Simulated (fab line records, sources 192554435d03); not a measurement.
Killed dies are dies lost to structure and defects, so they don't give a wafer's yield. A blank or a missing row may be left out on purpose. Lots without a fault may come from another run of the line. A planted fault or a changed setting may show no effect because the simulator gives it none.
Chamber matching | flow n5_finfet | N5_BEOL_M0_SAQP_STRIP_86 on rie_diel-03: 4 sister chambers
The step strips in N2/H2. 8 wafers are shown with their chamber, then 8 later ones without.

WAFERS WITH THEIR CHAMBER
wafer  | chamber | drypump_motor_current_A (A) | throttle_valve_pct (%)
L080.1 | 2       | 5.5                         | 19.1
L080.2 | 1       | 5.9                         | 19.1
L081.3 | 3       | 5.8                         | 18.6
L081.6 | 1       | 5.9                         | 19.2
L087.1 | 3       | 5.8                         | 18.6
L087.3 | 0       | 5.2                         | 18.7
L087.5 | 2       | 5.4                         | 19.1
L093.2 | 0       | 5.2                         | 18.7

WAFERS WITHOUT THEIR CHAMBER
wafer  | drypump_motor_current_A (A) | throttle_valve_pct (%)
L093.4 | 5.5                         | 19.1
L093.6 | 5.8                         | 18.6
L094.1 | 5.2                         | 18.7
L094.5 | 5.2                         | 18.7
L094.6 | 5.8                         | 18.7
L096.3 | 5.4                         | 19.1
L096.4 | 5.8                         | 18.7
L096.5 | 5.2                         | 18.7

WHICH CHAMBER EACH WENT THROUGH
wafer  | from the rows above | in truth
L093.4 | 2                   | 2
L093.6 | 3                   | 3
L094.1 | 0                   | 0
L094.5 | 0                   | 0
L094.6 | 3                   | 3
L096.3 | 2                   | 2
L096.4 | 3                   | 3
L096.5 | 0                   | 0
Placed correctly: 8 of 8. Can't be placed from these rows: 0. Placed wrongly: 0.
How it was worked out, from the rows above alone: a wafer's distance from a chamber is the root of the sum, over the readings, of the square of ((its reading less the chamber's mean) divided by the reading's scatter). The wafer belongs to the nearest chamber; if the next one is less than 2 further off, it can't be placed. A chamber's mean is the mean of its shown wafers. The scatter: the root of (the sum of the squares of (reading less its chamber's mean) over the shown wafers, divided by (wafers less chambers)).
